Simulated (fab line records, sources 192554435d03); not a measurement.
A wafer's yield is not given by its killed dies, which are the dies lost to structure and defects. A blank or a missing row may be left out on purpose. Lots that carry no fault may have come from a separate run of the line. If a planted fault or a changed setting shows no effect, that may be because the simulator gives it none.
fab line records	flow n5Finfet
[record] lots = 10	wafers = 29	lastDay = 17
route steps=1938 shown FIN_SAQP@126 PASSIVATION@1936
lots with no fault: from the same line, run without faults
startH: hours from the record's first day to the start of the lot's first wafer shown	waitH: time in hours since the lot's previous step	" as in the row above	L1.1+2: several wafers, shown together as one row	- either no value or no given start	* or withheld: withheld	< > ~ a bound
route shown NAME@n: names a module that has steps shown in the file, with the first one's number in the route	usual: average and standard deviation across the fault-free wafers	same: alike in all rows	chamber/n: place in a boat	sites: readings site by site	_std_site: the standard deviation of these	_edge_site: the outer-site mean with the inner-site mean subtracted	radiusMm: how far each site lies from the wafer's centre	mask NAME#n: copy n	behind: tool/chamber where the wafer was last shaped	hold: reason for holding the lot/hours on hold/outcome of the hold	device: the n, p or np transistor that did not switch	end of line: tests of these same wafers at the route's end	where a step has no rows: the recipe by itself	killed: not the wafer's yield, but the dies lost to structure and defects at the first sort	map: shows each die of a wafer: x if killed, . if not, _ if none is there
set.NAME: setting as actually run; set.NAME@STEP: the setting as run at that earlier step	model.NAME: the simulator's own value behind a step, which no gauge read
one table for each step of the route and one row for each wafer, over a sample of lots
services: a tool's chamber out of use, with start hour (startH, from the record's first day; less than 0 if before it), hours out, and reason
[[steps]]
[step N5_FIN_SAQP_SPACER1_ETCHBACK_25]
[recipe] chemistry = CHF3/O2	mode = anisotropicEtchback	target = SiO2	targetDepthA = 244	timeS = 12.2	pressureMtorr = 30	sourceW = 650	biasW = 170	Ar_flow_sccm = 200	CHF3_flow_sccm = 50	O2_flow_sccm = 5	ionEnergyEv = 200
[usual] CHF3_flow_sccm = 50.00/0.14	drypumpMotorCurrentA = 5.3/0.53	oes_ar_750_au = 0.75/0.068	oes_f_703_au = 0.75/0.07	oesProductAu = 0.75/0.073	rfVppV = 526/16	showerheadPlenumPTorr = 2.38/0.075	throttleValvePct = 18.86/0.27
lot.wafer	tool	chamber	startH	waitH	CHF3_flow_sccm	drypumpMotorCurrentA	oes_ar_750_au	oes_f_703_au	oesProductAu	rfHoursCounterH	rfVppV	showerheadPlenumPTorr	throttleValvePct
L332.2	rieDiel-04	3	30.02	0.4	50.10	4.8	0.74	0.72	0.74	143	557	2.52	19.15
L332.4	"	1	"	"	50.02	5.4	0.69	0.69	0.70	202	535	2.27	18.76
L332.6	"	3	"	"	49.83	4.9	0.74	0.73	0.74	-	556	2.52	19.15
L333.2	rieDiel-04	2	36.17	0.4	50.22	5.3	0.75	0.76	0.75	137	509	2.32	18.57
L333.5	"	0	"	"	50.03	5.5	0.73	0.72	0.71	-	533	2.39	19.24
L333.6	"	3	"	"	49.88	4.9	0.74	0.72	0.73	-	555	2.52	19.16
L334.1	rieDiel-04	2	42.29	0.4	49.84	5.3	0.76	0.77	0.75	139	508	2.32	18.56
L334.2	"	3	"	"	49.97	4.9	0.74	0.72	0.74	148	554	2.52	19.16
L334.5	"	2	"	"	50.14	5.3	0.75	0.76	0.75	-	509	2.32	18.55
L335.1	rieDiel-01	3	47.73	0.4	49.93	4.9	0.69	0.71	0.70	204	528	2.36	18.58
L335.2	"	1	"	"	50.01	4.7	0.77	0.77	0.76	154	507	2.51	19.00
L335.6	"	0	"	"	50.12	4.9	0.69	0.67	0.69	-	548	2.39	18.98
L336.4	rieDiel-01	1	53.30	0.4	50.01	4.7	0.76	0.76	0.77	157	508	2.51	19.01
L336.5	"	2	"	"	50.03	6.3	0.69	0.67	0.69	-	512	2.38	18.97
L339.1	rieDiel-05	1	73.48	0.4	49.97	6.5	0.77	0.76	0.77	130	528	2.34	18.95
L339.2	"	3	"	"	49.82	4.9	0.78	0.79	0.76	147	502	2.32	18.99
L339.6	"	3	"	"	50.02	4.9	0.78	0.78	0.76	-	501	2.32	18.98
L341.2	rieDiel-05	2	83.92	0.4	50.04	5.2	0.88	0.88	0.90	32	528	2.46	18.44
L341.3	"	3	"	"	50.00	4.9	0.77	0.78	0.76	151	502	2.32	19.00
L341.6	"	3	"	"	50.02	4.9	0.77	0.79	0.76	-	503	2.32	18.97
L347.2	rieDiel-04	1	120.55	0.6	50.18	5.3	0.67	0.67	0.67	235	534	2.26	18.80
L347.5	"	3	"	"	50.16	4.9	0.72	0.70	0.72	-	557	2.51	19.22
L347.6	"	0	"	"	50.06	5.4	0.71	0.71	0.70	-	532	2.38	19.28
L349.2	rieDiel-05	3	134.08	0.4	49.86	4.9	0.76	0.77	0.75	172	502	2.31	19.01
L349.3	"	2	"	"	49.99	5.2	0.85	0.84	0.85	51	527	2.45	18.48
L349.5	"	3	"	"	50.09	4.9	0.76	0.77	0.76	-	502	2.32	19.02
L354.1	rieDiel-05	1	161.72	0.4	50.01	6.4	0.75	0.73	0.74	166	529	2.33	19.00
L354.2	"	2	"	"	50.03	5.2	0.84	0.83	0.85	61	528	2.44	18.49
L354.6	"	3	"	"	49.78	4.9	0.75	0.76	0.74	-	503	2.31	19.04
[step N5_FIN_SAQP_RECESS_63]
[recipe] chemistry = HF/NH3	target = SiO2	targetDepthA = 180	afsCycles = 3	tempC = 30	sublimationTempC = 180	sublimationTimeS = 60
[usual] drypumpMotorCurrentA = 5.5/0.31	forelinePTorr = 0.1280/0.0006
lot.wafer	tool	chamber	startH	waitH	drypumpMotorCurrentA	forelinePTorr
L332.2	vaporEtch-02	0	30.48	0.1	5.8	0.1279
L332.4	"	1	"	"	5.5	0.1278
L332.6	"	1	"	"	5.5	0.1273
L333.2	vaporEtch-02	0	36.64	0.1	5.7	0.1274
L333.5	"	1	"	"	5.5	0.1276
L333.6	"	0	"	"	5.8	0.1293
L334.1	vaporEtch-01	0	42.75	0.1	5.8	0.1279
L334.2	"	1	"	"	5.0	0.1277
L334.5	"	0	"	"	5.8	0.1280
L335.1	vaporEtch-02	1	48.20	0.1	5.5	0.1283
L335.2	"	0	"	"	5.8	0.1277
L335.6	"	1	"	"	5.5	0.1283
L336.4	vaporEtch-02	0	53.89	0.2	5.8	0.1284
L336.5	"	0	"	"	5.8	0.1287
L339.1	vaporEtch-02	1	73.95	0.1	5.5	0.1282
L339.2	"	0	"	"	5.8	0.1264
L339.6	"	0	"	"	5.8	0.1274
L341.2	vaporEtch-01	0	84.39	0.1	5.8	0.1285
L341.3	"	0	"	"	5.8	0.1280
L341.6	"	1	"	"	5.0	0.1278
L347.2	vaporEtch-01	0	121.08	0.1	5.8	0.1275
L347.5	"	0	"	"	5.8	0.1275
L347.6	"	1	"	"	5.0	0.1283
L349.2	vaporEtch-01	0	134.55	0.1	5.8	0.1283
L349.3	"	1	"	"	5.0	0.1287
L349.5	"	0	"	"	5.8	0.1288
L354.1	vaporEtch-01	0	162.20	0.1	5.8	0.1284
L354.2	"	1	"	"	5.0	0.1276
L354.6	"	1	"	"	5.0	0.1285
[step N5_FIN_SAQP_ETCH_69]
[recipe] chemistry = N2/H2	target = SOC	targetDepthA = 1500	stopOn = SiNx	ionEnergyEv = 100	biasW = 61	pressureMtorr = 30	sourceW = 850	n2FlowSccm = 200	h2FlowSccm = 200
[usual] drypumpMotorCurrentA = 5.3/0.52	oesProductAu = 0.72/0.062	rfVppV = 240.4/1.4	showerheadPlenumPTorr = 2.51/0.07	throttleValvePct = 17.84/0.24
lot.wafer	tool	chamber	startH	waitH	drypumpMotorCurrentA	oesProductAu	rfHoursCounterH	rfVppV	showerheadPlenumPTorr	throttleValvePct
L332.2	rieDiel-05	0	30.93	-	6.0	0.67	221	240.4	2.53	17.80
L332.4	"	3	"	"	4.9	0.77	133	239.3	2.45	17.79
L332.6	"	3	"	"	4.9	0.76	-	238.3	2.45	17.78
L333.2	rieDiel-04	0	37.09	-	5.5	0.71	197	240.6	2.53	18.22
L333.5	"	0	"	"	5.5	0.71	-	239.9	2.53	18.22
L333.6	"	1	"	"	5.3	0.69	-	238.4	2.41	17.86
L334.1	rieDiel-01	3	43.20	-	4.9	0.70	202	240.0	2.53	17.71
L334.2	"	0	"	"	4.9	0.69	222	240.1	2.49	17.69
L334.5	"	3	"	"	4.9	0.70	-	241.2	2.53	17.68
L335.1	rieDiel-04	0	48.81	-	5.5	0.72	201	240.1	2.52	18.21
L335.2	"	1	"	"	5.3	0.69	208	239.0	2.41	17.89
L335.6	"	1	"	"	5.3	0.69	-	239.3	2.41	17.90
L336.4	rieDiel-04	3	54.22	-	4.9	0.74	152	242.9	2.63	17.93
L336.5	"	3	"	"	4.9	0.73	-	242.7	2.63	17.95
L339.1	rieDiel-01	0	74.54	-	4.9	0.68	234	242.0	2.48	17.73
L339.2	"	3	"	"	4.9	0.68	213	240.8	2.53	17.73
L339.6	"	1	"	"	4.7	0.75	-	242.1	2.64	17.85
L341.2	rieDiel-04	1	84.84	-	5.4	0.67	222	238.3	2.41	17.90
L341.3	"	0	"	"	5.5	0.70	216	239.5	2.52	18.25
L341.6	"	2	"	"	5.3	0.73	-	239.6	2.46	17.67
L347.2	rieDiel-04	2	121.72	-	5.3	0.72	168	238.4	2.46	17.71
L347.5	"	1	"	"	5.4	0.66	-	239.4	2.40	17.94
L347.6	"	2	"	"	5.3	0.73	-	239.3	2.46	17.71
L349.2	rieDiel-01	0	134.99	-	4.9	0.67	248	239.8	2.47	17.76
L349.3	"	3	"	"	4.8	0.67	227	241.4	2.52	17.74
L349.5	"	3	"	"	4.9	0.67	-	242.0	2.52	17.74
L354.1	rieDiel-05	1	162.65	-	6.4	0.73	167	239.9	2.46	18.00
L354.2	"	2	"	"	5.2	0.83	61	241.5	2.57	17.27
L354.6	"	1	"	"	6.5	0.72	-	240.5	2.46	18.02
[step N5_FIN_SAQP_FIN_ETCH_36]
[recipe] chemistry = HBr/Cl2/O2	targetDepthA = 1200	maskMaterial = SiNx	timeS = 50.4	biasW = 102	pressureMtorr = 10	icpW = 800	HBr_flow_sccm = 150	Cl2_flow_sccm = 80	O2_flow_sccm = 12
[usual] drypumpMotorCurrentA = 5.9/0.34	heBacksideLeakSccm = 2.83/0.29	oesProductAu = 1.005/0.017	throttleValvePct = 36.3/0.5
lot.wafer	tool	chamber	startH	waitH	drypumpMotorCurrentA	heBacksideLeakSccm	oesProductAu	rfHoursCounterH	throttleValvePct
L332.2	rieSi-01	1	32.09	0.0	6.0	2.81	1.014	105	36.1
L332.4	"	0	"	"	5.8	3.07	1.021	77	36.5
L332.6	"	1	"	"	5.9	2.76	1.014	-	36.0
L333.2	rieSi-01	2	39.12	0.0	6.5	3.18	1.015	125	36.1
L333.5	"	0	"	"	5.8	2.88	1.023	-	36.5
L333.6	"	1	"	"	5.9	2.77	1.019	-	36.0
L334.1	rieSi-04	2	44.36	0.0	5.2	2.47	0.978	1	36.4
L334.2	"	3	"	"	5.8	2.56	1.000	14	36.1
L334.5	"	3	"	"	5.8	2.63	1.002	-	36.1
L335.1	rieSi-04	0	49.97	0.0	6.4	2.33	1.003	108	37.0
L335.2	"	3	"	"	5.8	2.43	1.013	14	36.1
L335.6	"	0	"	"	6.3	2.41	1.016	-	37.0
L336.4	rieSi-01	3	55.38	0.0	5.7	3.18	1.025	102	37.1
L336.5	"	2	"	"	6.6	3.31	1.023	-	36.0
L339.1	rieSi-04	2	75.70	0.0	5.2	2.50	0.981	2	36.3
L339.2	"	1	"	"	5.9	2.77	0.994	179	35.7
L339.6	"	0	"	"	6.3	2.21	1.279	-	36.6
L341.2	rieSi-04	2	86.92	0.0	5.2	2.49	0.979	2	36.3
L341.3	"	0	"	"	6.4	2.75	1.286	109	36.6
L341.6	"	0	"	"	6.4	2.63	1.290	-	36.6
L347.2	rieSi-01	3	122.92	0.0	5.7	3.23	1.031	103	37.1
L347.5	"	2	"	"	6.6	3.32	1.026	-	36.0
L347.6	"	3	"	"	5.7	3.13	1.024	-	37.0
L349.2	rieSi-03	1	136.15	0.0	5.8	2.81	1.005	95	35.6
L349.3	"	0	"	"	6.2	2.45	1.006	88	36.8
L349.5	"	2	"	"	5.9	2.93	0.975	-	35.7
L354.1	rieSi-03	3	163.87	0.0	5.8	2.63	0.974	118	36.4
L354.2	"	0	"	"	6.2	2.43	0.996	89	36.8
L354.6	"	1	"	"	5.8	2.92	0.997	-	35.6
[step N5_FIN_SAQP_OCD_MEAS_76]
[usual] trenchDepthNm = 119.2/2.5
lot.wafer	tool	chamber	startH	waitH	trenchDepthNm
L332.2	ocd-02	-	32.31	0.0	118.4
L332.4	"	-	"	"	124.7
L332.6	"	-	"	"	117.9
L333.2	ocd-02	-	39.34	0.0	121.4
L333.5	"	-	"	"	124.4
L333.6	"	-	"	"	119.5
L334.1	ocd-02	-	44.58	0.0	114.2
L334.2	"	-	"	"	118.6
L334.5	"	-	"	"	118.8
L335.1	ocd-02	-	50.23	0.0	118.8
L335.2	"	-	"	"	118.8
L335.6	"	-	"	"	118.7
L336.4	ocd-01	-	55.61	0.0	122.8
L336.5	"	-	"	"	122.8
L339.1	ocd-01	-	75.92	0.0	115.6
L339.2	"	-	"	"	117.9
L339.6	"	-	"	"	162.8
L341.2	ocd-01	-	87.14	0.0	116.6
L341.3	"	-	"	"	162.8
L341.6	"	-	"	"	165.3
L347.2	ocd-01	-	123.14	0.0	122.4
L347.5	"	-	"	"	122.0
L347.6	"	-	"	"	122.7
L349.2	ocd-01	-	136.37	0.0	118.8
L349.3	"	-	"	"	117.7
L349.5	"	-	"	"	116.5
L354.1	ocd-02	-	164.09	0.0	117.3
L354.2	"	-	"	"	117.4
L354.6	"	-	"	"	116.9
[step N5_PASSIVATION_PROBE_49]
[usual] killed_at_M0_to_M3 = 35/11	killed_at_M4_up = 13/5.7	killedAtContacts = 12/5.7	killedAtFrontEnd = 40/11	killedAtOther = 4/4.4	killedDies = 105/18	killedOpen = 68/14	killedShort = 34/7.4
[same] grossDies = 1180	killedAtBackSide = 0
lot.wafer	tool	chamber	startH	waitH	killed_at_M0_to_M3	killed_at_M4_up	killedAtContacts	killedAtFrontEnd	killedAtOther	killedDies	killedOpen	killedShort
L339.1	prober-02	-	312.66	0.0	38	10	10	42	44	144	67	27
L339.2	prober-02	-	312.71	0.1	40	5	14	47	4	110	61	49
L339.6	prober-02	-	312.91	0.3	31	15	13	67	2	128	85	29
// killed by level:class
L339.1 PASSIVATION:areaEtch=43 STI_FIN_REVEAL:geometricParticle:open=11 BEOL_M1:geometricParticle:open=9 MOL_CONTACT_COAG:geometricParticle:open=8 BEOL_M0_SAQP:geometricParticle:short=8 BEOL_M0_SAQP:geometricParticle:open=8 GATE_CUT:geometricParticle:open=6 FIN_CUT:areaEtch=6
L339.2 FIN_SAQP:geometricParticle:short=14 MOL_CONTACT_COAG:geometricParticle:open=13 DUMMY_GATE:geometricParticle:open=9 FIN_SAQP:geometricParticle:open=7 BEOL_M0_SAQP:geometricParticle:short=7 BEOL_M1:geometricParticle:open=7 BEOL_M1:geometricParticle:short=5 BEOL_M2:geometricParticle:open=5
L339.6 DUMMY_GATE:geometricParticle:open=23 FIN_CUT:areaEtch=12 MOL_CONTACT_COAG:geometricParticle:open=11 BEOL_M2:geometricParticle:open=11 BEOL_M4:geometricParticle:open=9 BEOL_M0_SAQP:geometricParticle:open=8 FIN_SAQP:geometricParticle:short=6 STI_FIN_REVEAL:geometricParticle:open=5
[[services]]
tool	chamber	startH	hours	kind
rieDiel-05	2	8.48	9.6	repair
rieDiel-01	-	10.68	2.8	pm
rieDiel-05	0	12.06	4.0	repair
rieDiel-05	1	39.10	2.4	repair
rieSi-03	0	66.87	4.5	repair
rieDiel-05	-	71.46	0.8	repair
rieSi-01	-	82.68	14.6	pm
vaporEtch-01	0	84.92	7.1	repair
rieDiel-01	-	102.19	4.3	pm
vaporEtch-01	1	103.77	2.8	repair
rieDiel-01	2	107.31	5.2	repair
rieSi-03	2	112.81	2.1	repair
rieDiel-01	-	114.81	14.6	pm
rieDiel-05	0	119.05	-	clean
rieDiel-05	0	119.05	-	consumableReplace:focusRing
rieDiel-05	0	119.05	23.4	scheduledDown
rieDiel-05	0	119.05	23.4	ventCycle
rieDiel-05	2	120.99	4.6	repair
rieDiel-01	0	141.86	-	clean
rieDiel-01	0	141.86	-	consumableReplace:focusRing
rieDiel-01	0	141.86	13.6	scheduledDown
rieDiel-01	0	141.86	13.6	ventCycle
rieDiel-04	1	152.74	6.5	repair
[[key]]
[firstSign] step = N5_FIN_SAQP_FIN_ETCH_36	reading = oesProductAu	direction = up	sigmas = 17	usual = 1.005	struck = 1.285
[effect] step = N5_FIN_SAQP_OCD_MEAS_76	reading = trenchDepthNm	direction = up	sigmas = 18	usual = 119.2	struck = 163.7
metAt N5_FIN_SAQP_FIN_ETCH_36
struckLots L339,L341
struckWafers L339.6,L341.3,L341.6
testerLeftOut L339,L341
[baselineLoss] step = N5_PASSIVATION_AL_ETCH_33	wafers = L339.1
[baselineLoss] step = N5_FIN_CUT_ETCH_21	wafers = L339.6
notActingAt N5_FIN_SAQP_SPACER1_ETCHBACK_25,N5_FIN_SAQP_RECESS_63,N5_FIN_SAQP_ETCH_69
onsetBetween 49.97 75.70
[fault] kind = processParameterDrift	tool = rieSi-04	chamber = 0	onsetH = 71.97	steps = N5_FIN_SAQP_FIN_ETCH_36	channel = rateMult	offset = 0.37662	shape = step	endH = 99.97
// testerLeftOut: of these lots the tester's yield and bins aren't shown, on N5 and GAA mostly nor the transistor test; their killed dies are dies lost to structure and defects alone, not to doping, threshold or leakage, so they don't give the yield
// baselineLoss: these wafers lose ten dies or more at that step, a loss of the line's own and not of a fault; the sort's usual values leave them out
